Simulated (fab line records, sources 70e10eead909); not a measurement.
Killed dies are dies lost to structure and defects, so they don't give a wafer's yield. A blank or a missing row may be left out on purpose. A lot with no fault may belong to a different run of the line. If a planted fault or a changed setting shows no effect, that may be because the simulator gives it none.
Which of the tools did it? || flow nand-harc || 36 wafers from 12 lots sampled at 5 of the route's 1302 steps

## WHAT EACH GAUGE READ, for each wafer
NHARC_THIN_TSV_CD_MEAS_33: the cd target is 5000 nm.
{"lot": "L983", "measured": "day 24 02:44", "on": "cd-sem-02", "cd-nm (nm)": "5002.8 5003.8 5002.7"}
{"lot": "L984", "measured": "day 24 23:11", "on": "cd-sem-03", "cd-nm (nm)": "4999.8 4998.6 4997.3"}
{"lot": "L985", "measured": "day 24 18:28", "on": "cd-sem-01", "cd-nm (nm)": "5001.8 4998.9 4999.9"}
{"lot": "L986", "measured": "day 25 00:58", "on": "cd-sem-01", "cd-nm (nm)": "4998.7 4997.7 4996.6"}
{"lot": "L987", "measured": "day 25 00:25", "on": "cd-sem-02", "cd-nm (nm)": "4999.9 5001.7 5000.1"}
{"lot": "L989", "measured": "day 27 06:14", "on": "cd-sem-03", "cd-nm (nm)": "4995.0 4997.6 4996.5"}
{"lot": "L996", "measured": "day 29 01:56", "on": "cd-sem-02", "cd-nm (nm)": 5002.2}
{"lot": "L999", "measured": "day 30 09:43", "on": "cd-sem-03", "cd-nm (nm)": "4998.7 5002.0 5003.2"}
{"lot": "L104", "measured": "day 32 08:30", "on": "cd-sem-01", "cd-nm (nm)": "5003.9 5003.4 5003.8"}
{"lot": "L103", "measured": "day 32 09:38", "on": "cd-sem-01", "cd-nm (nm)": "5001.0 5003.8 5002.3"}
{"lot": "L106", "measured": "day 32 18:19", "on": "cd-sem-03", "cd-nm (nm)": "5001.3 4997.6 4999.7"}
{"lot": "L105", "measured": "day 32 19:32", "on": "cd-sem-01", "cd-nm (nm)": "5000.3 5000.0 4999.6"}

NHARC_END_SORT_01.
{"lot": "L996", "measured": "day 29 11:12", "on": "prober-02", "killed-at-array": "528 71 541", "killed-at-other": "0 0 0", "killed-at-periphery": "6 0 6", "killed-dies": "534 71 547", "killed-open": "3 4 4", "killed-short": "1 3 3"}

## EACH LOT AND THE TOOL THAT RAN IT (in order: tool; ch and the chambers of the sampled wafers; start)
{"lot": "L983", "NHARC_A_WL_FILL_CVD_03": "cvd-w-01 ch 0,1, day 20 11:58", "NHARC_THIN_TSV_DESCUM_14": "rie-diel-11 ch 0,1,3, day 23 20:58", "NHARC_THIN_TSV_ANNEAL_52": "rtp-anneal-01 ch 0, day 24 00:47"}
{"lot": "L984", "NHARC_A_WL_FILL_CVD_03": "cvd-w-02 ch 0,1, day 21 04:01", "NHARC_THIN_TSV_DESCUM_14": "rie-diel-03 ch 0,1,3, day 24 17:04", "NHARC_THIN_TSV_ANNEAL_52": "rtp-anneal-02 ch 0, day 24 21:22"}
{"lot": "L985", "NHARC_A_WL_FILL_CVD_03": "cvd-w-01 ch 0,1, day 21 04:08", "NHARC_THIN_TSV_DESCUM_14": "rie-diel-11 ch 0,3, day 24 12:43", "NHARC_THIN_TSV_ANNEAL_52": "rtp-anneal-02 ch 0, day 24 16:31"}
{"lot": "L986", "NHARC_A_WL_FILL_CVD_03": "cvd-w-02 ch 0,1, day 21 08:07", "NHARC_THIN_TSV_DESCUM_14": "rie-diel-11 ch 2,3, day 24 19:20", "NHARC_THIN_TSV_ANNEAL_52": "rtp-anneal-01 ch 0, day 24 23:12"}
{"lot": "L987", "NHARC_A_WL_FILL_CVD_03": "cvd-w-02 ch 0,1, day 21 14:13", "NHARC_THIN_TSV_DESCUM_14": "rie-diel-11 ch 0,3, day 24 18:05", "NHARC_THIN_TSV_ANNEAL_52": "rtp-anneal-02 ch 0, day 24 22:28"}
{"lot": "L989", "NHARC_A_WL_FILL_CVD_03": "cvd-w-01 ch 0,1, day 23 07:24", "NHARC_THIN_TSV_DESCUM_14": "rie-diel-03 ch 0,1,2, day 27 00:32", "NHARC_THIN_TSV_ANNEAL_52": "rtp-anneal-02 ch 0, day 27 04:18"}
{"lot": "L996", "NHARC_A_WL_FILL_CVD_03": "cvd-w-01 ch 0,1, day 25 12:14", "NHARC_THIN_TSV_DESCUM_14": "rie-diel-13 ch 2, day 28 20:13", "NHARC_THIN_TSV_ANNEAL_52": "rtp-anneal-02 ch 0, day 29 00:02"}
{"lot": "L999", "NHARC_A_WL_FILL_CVD_03": "cvd-w-02 ch 0,1, day 26 21:07", "NHARC_THIN_TSV_DESCUM_14": "rie-diel-11 ch 0,2, day 30 03:59", "NHARC_THIN_TSV_ANNEAL_52": "rtp-anneal-01 ch 0, day 30 07:49"}
{"lot": "L104", "NHARC_A_WL_FILL_CVD_03": "cvd-w-02 ch 0,1, day 28 14:59", "NHARC_THIN_TSV_DESCUM_14": "rie-diel-13 ch 2,3, day 32 02:44", "NHARC_THIN_TSV_ANNEAL_52": "rtp-anneal-01 ch 0, day 32 06:32"}
{"lot": "L103", "NHARC_A_WL_FILL_CVD_03": "cvd-w-01 ch 0,1, day 28 15:08", "NHARC_THIN_TSV_DESCUM_14": "rie-diel-11 ch 0,1,3, day 32 03:50", "NHARC_THIN_TSV_ANNEAL_52": "rtp-anneal-01 ch 0, day 32 07:41"}
{"lot": "L106", "NHARC_A_WL_FILL_CVD_03": "cvd-w-01 ch 0,1, day 29 00:20", "NHARC_THIN_TSV_DESCUM_14": "rie-diel-11 ch 0,1,3, day 32 12:33", "NHARC_THIN_TSV_ANNEAL_52": "rtp-anneal-02 ch 0, day 32 16:22"}
{"lot": "L105", "NHARC_A_WL_FILL_CVD_03": "cvd-w-02 ch 1, day 29 04:56", "NHARC_THIN_TSV_DESCUM_14": "rie-diel-13 ch 1,3, day 32 13:54", "NHARC_THIN_TSV_ANNEAL_52": "rtp-anneal-01 ch 0, day 32 17:42"}
- NHARC_A_WL_FILL_CVD_03: deposits W, target thk 40 nm, time 279 s.
- NHARC_THIN_TSV_DESCUM_14: chemistry O2, time 3 s.
- NHARC_THIN_TSV_ANNEAL_52: time 90 s.

## AS READ BY THE TOOLS THEMSELVES (means over the sampled wafers that have a number; for cases with no such wafer, the mark the record gives instead)
NHARC_A_WL_FILL_CVD_03.
{"lot": "L983", "tool": "cvd-w-01", "heater-power-w (W)": 402, "throttle-valve-pct (%)": 8.2}
{"lot": "L984", "tool": "cvd-w-02", "heater-power-w (W)": 564, "throttle-valve-pct (%)": 7.7}
{"lot": "L985", "tool": "cvd-w-01", "heater-power-w (W)": 396, "throttle-valve-pct (%)": 8.1}
{"lot": "L986", "tool": "cvd-w-02", "heater-power-w (W)": 556, "throttle-valve-pct (%)": 8.0}
{"lot": "L987", "tool": "cvd-w-02", "heater-power-w (W)": 566, "throttle-valve-pct (%)": 7.7}
{"lot": "L989", "tool": "cvd-w-01", "heater-power-w (W)": 379, "throttle-valve-pct (%)": 8.5}
{"lot": "L996", "tool": "cvd-w-01", "heater-power-w (W)": 376, "throttle-valve-pct (%)": 8.0}
{"lot": "L999", "tool": "cvd-w-02", "heater-power-w (W)": 565, "throttle-valve-pct (%)": 8.1}
{"lot": "L104", "tool": "cvd-w-02", "heater-power-w (W)": 546, "throttle-valve-pct (%)": 7.6}
{"lot": "L103", "tool": "cvd-w-01", "heater-power-w (W)": 369, "throttle-valve-pct (%)": 8.1}
{"lot": "L106", "tool": "cvd-w-01", "heater-power-w (W)": 371, "throttle-valve-pct (%)": 8.1}
{"lot": "L105", "tool": "cvd-w-02", "heater-power-w (W)": 526, "throttle-valve-pct (%)": 7.6}

NHARC_THIN_TSV_DESCUM_14.
{"lot": "L983", "tool": "rie-diel-11", "chamber-pressure-mTorr (mTorr)": 60.00, "drypump-motor-current-A (A)": 6.1, "oes-product-au (a.u.)": 0.994, "rf-vpp-V (V)": 57.5, "showerhead-plenum-p-Torr (Torr)": 1.96, "throttle-valve-pct (%)": 11.307}
{"lot": "L984", "tool": "rie-diel-03", "chamber-pressure-mTorr (mTorr)": 59.95, "drypump-motor-current-A (A)": 5.6, "oes-product-au (a.u.)": 0.992, "rf-vpp-V (V)": 57.5, "showerhead-plenum-p-Torr (Torr)": 1.94, "throttle-valve-pct (%)": 11.301}
{"lot": "L985", "tool": "rie-diel-11", "chamber-pressure-mTorr (mTorr)": 59.98, "drypump-motor-current-A (A)": 6.1, "oes-product-au (a.u.)": 0.990, "rf-vpp-V (V)": 58.4, "showerhead-plenum-p-Torr (Torr)": 1.96, "throttle-valve-pct (%)": 11.311}
{"lot": "L986", "tool": "rie-diel-11", "chamber-pressure-mTorr (mTorr)": 60.02, "drypump-motor-current-A (A)": 6.1, "oes-product-au (a.u.)": 0.999, "rf-vpp-V (V)": 57.6, "showerhead-plenum-p-Torr (Torr)": 1.98, "throttle-valve-pct (%)": 11.302}
{"lot": "L987", "tool": "rie-diel-11", "chamber-pressure-mTorr (mTorr)": 59.99, "drypump-motor-current-A (A)": 5.9, "oes-product-au (a.u.)": 0.991, "rf-vpp-V (V)": 57.6, "showerhead-plenum-p-Torr (Torr)": 1.92, "throttle-valve-pct (%)": 11.313}
{"lot": "L989", "tool": "rie-diel-03", "chamber-pressure-mTorr (mTorr)": 60.05, "drypump-motor-current-A (A)": 5.9, "oes-product-au (a.u.)": 1.001, "rf-vpp-V (V)": 57.6, "showerhead-plenum-p-Torr (Torr)": 1.96, "throttle-valve-pct (%)": 11.310}
{"lot": "L996", "tool": "rie-diel-13", "chamber-pressure-mTorr (mTorr)": 60.05, "drypump-motor-current-A (A)": 5.7, "oes-product-au (a.u.)": 1.018, "rf-vpp-V (V)": 57.0, "showerhead-plenum-p-Torr (Torr)": 1.99, "throttle-valve-pct (%)": 11.297}
{"lot": "L999", "tool": "rie-diel-11", "chamber-pressure-mTorr (mTorr)": 60.01, "drypump-motor-current-A (A)": 5.8, "oes-product-au (a.u.)": 0.995, "rf-vpp-V (V)": 57.7, "showerhead-plenum-p-Torr (Torr)": 1.89, "throttle-valve-pct (%)": 11.321}
{"lot": "L104", "tool": "rie-diel-13", "chamber-pressure-mTorr (mTorr)": 60.01, "drypump-motor-current-A (A)": 5.6, "oes-product-au (a.u.)": 1.006, "rf-vpp-V (V)": 57.1, "showerhead-plenum-p-Torr (Torr)": 1.85, "throttle-valve-pct (%)": 11.306}
{"lot": "L103", "tool": "rie-diel-11", "chamber-pressure-mTorr (mTorr)": 60.01, "drypump-motor-current-A (A)": 6.1, "oes-product-au (a.u.)": 1.013, "rf-vpp-V (V)": 57.7, "showerhead-plenum-p-Torr (Torr)": 1.96, "throttle-valve-pct (%)": 11.309}
{"lot": "L106", "tool": "rie-diel-11", "chamber-pressure-mTorr (mTorr)": 59.97, "drypump-motor-current-A (A)": 6.2, "oes-product-au (a.u.)": 1.014, "rf-vpp-V (V)": 58.0, "showerhead-plenum-p-Torr (Torr)": 1.96, "throttle-valve-pct (%)": 11.304}
{"lot": "L105", "tool": "rie-diel-13", "chamber-pressure-mTorr (mTorr)": 60.04, "drypump-motor-current-A (A)": 5.8, "oes-product-au (a.u.)": 1.012, "rf-vpp-V (V)": 57.5, "showerhead-plenum-p-Torr (Torr)": 1.88, "throttle-valve-pct (%)": 11.298}

NHARC_THIN_TSV_ANNEAL_52.
{"lot": "L983", "tool": "rtp-anneal-01", "anneal-temp-c (C)": 225.17, "wafer_temp_C_max": 226.0}
{"lot": "L984", "tool": "rtp-anneal-02", "anneal-temp-c (C)": 225.06, "wafer_temp_C_max": 225.5}
{"lot": "L985", "tool": "rtp-anneal-02", "anneal-temp-c (C)": 224.83, "wafer_temp_C_max": 225.5}
{"lot": "L986", "tool": "rtp-anneal-01", "anneal-temp-c (C)": 225.20, "wafer_temp_C_max": 226.2}
{"lot": "L987", "tool": "rtp-anneal-02", "anneal-temp-c (C)": 225.00, "wafer_temp_C_max": 225.9}
{"lot": "L989", "tool": "rtp-anneal-02", "anneal-temp-c (C)": 225.08, "wafer_temp_C_max": 225.3}
{"lot": "L996", "tool": "rtp-anneal-02", "anneal-temp-c (C)": 225.09, "wafer_temp_C_max": 225.9}
{"lot": "L999", "tool": "rtp-anneal-01", "anneal-temp-c (C)": 225.09, "wafer_temp_C_max": 226.5}
{"lot": "L104", "tool": "rtp-anneal-01", "anneal-temp-c (C)": 224.93, "wafer_temp_C_max": 226.5}
{"lot": "L103", "tool": "rtp-anneal-01", "anneal-temp-c (C)": 225.10, "wafer_temp_C_max": 226.3}
{"lot": "L106", "tool": "rtp-anneal-02", "anneal-temp-c (C)": 225.06, "wafer_temp_C_max": 225.6}
{"lot": "L105", "tool": "rtp-anneal-01", "anneal-temp-c (C)": 224.94, "wafer_temp_C_max": 226.4}

## THE ANSWER, worked out from the rows above alone
Rule: what is usual is taken from the lots themselves. Put in order of their means at a reading, lots are off if they are a third of the lots or fewer, leave a main group of 4 or more, and stand apart from it by a gap of 3 or more times the standard deviation of the main group's means; of several such gaps the widest counts. The tables above print the reading to a certain number of digits; a main group whose means all agree to those digits is not used. Also off: a lot with no number at a reading for which 4 or more lots have one. Any other lot the step has rows for is counted as sound. After the gauges, taken in route order, come the tools' own readings; for these a lot's mean is taken, as printed above. The first step at which some lot is off is used, and at that step the reading that is off furthest; a lot without a number counts as furthest.
Across all readings shown, no lot is off: no conclusion can be drawn from this.

## WHAT THE SIMULATOR HAD PUT IN
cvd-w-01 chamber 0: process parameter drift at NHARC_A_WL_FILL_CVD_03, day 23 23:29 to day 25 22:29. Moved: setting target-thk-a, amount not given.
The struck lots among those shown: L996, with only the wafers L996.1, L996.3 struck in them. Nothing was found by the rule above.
